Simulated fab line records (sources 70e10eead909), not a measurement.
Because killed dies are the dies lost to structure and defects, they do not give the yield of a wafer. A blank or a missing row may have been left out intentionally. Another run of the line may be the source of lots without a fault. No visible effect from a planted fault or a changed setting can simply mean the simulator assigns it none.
Matching of chambers ; flow nand_harc ; NHARC_P_M2_CMP_23 on cmp-01 has 4 sister chambers
The step polishes, t overpolish 20 s, target thk 144.3 nm. 4 wafers are shown with their chamber, then 10 later ones without.

EACH WAFER AND ITS CHAMBER
wafer;chamber;motor_current_A (A)
L084.4;0;12.4
L086.1;1;11.5
L088.3;2;13.0
L088.4;3;13.5

WAFERS WHOSE CHAMBER IS MISSING
wafer;motor_current_A (A)
L088.5;12.8
L089.1;13.1
L089.3;12.2
L089.5;11.1
L094.1;12.8
L094.2;13.2
L094.3;12.4
L096.2;11.1
L096.5;12.3
L096.6;11.1

CHAMBER TAKEN BY EACH
wafer;from the rows above;in truth
L088.5;can't be placed: 2 or 0 or 3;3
L089.1;can't be placed: 2 or 3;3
L089.3;can't be placed: 0 or 1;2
L089.5;1;1
L094.1;can't be placed: 2 or 0 or 3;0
L094.2;can't be placed: 2 or 3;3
L094.3;0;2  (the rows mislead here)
L096.2;1;1
L096.5;0;0
L096.6;1;1
4 of 10 placed correctly. These rows do not allow placing 5 (true chamber among the candidates in 4). 1 placed wrongly.
How it was worked out, from the rows above alone: a wafer's distance from a chamber is the root of the sum, over the readings, of the square of ((its reading less the chamber's mean) divided by the reading's scatter). The wafer belongs to the nearest chamber; if the next one is less than 2 further off, it can't be placed. For every chamber, the mean is computed from those of its wafers that are shown. The scatter (one wafer shown for each chamber): square how far every hidden wafer sits from the nearest shown wafer, average those squares and take the square root.
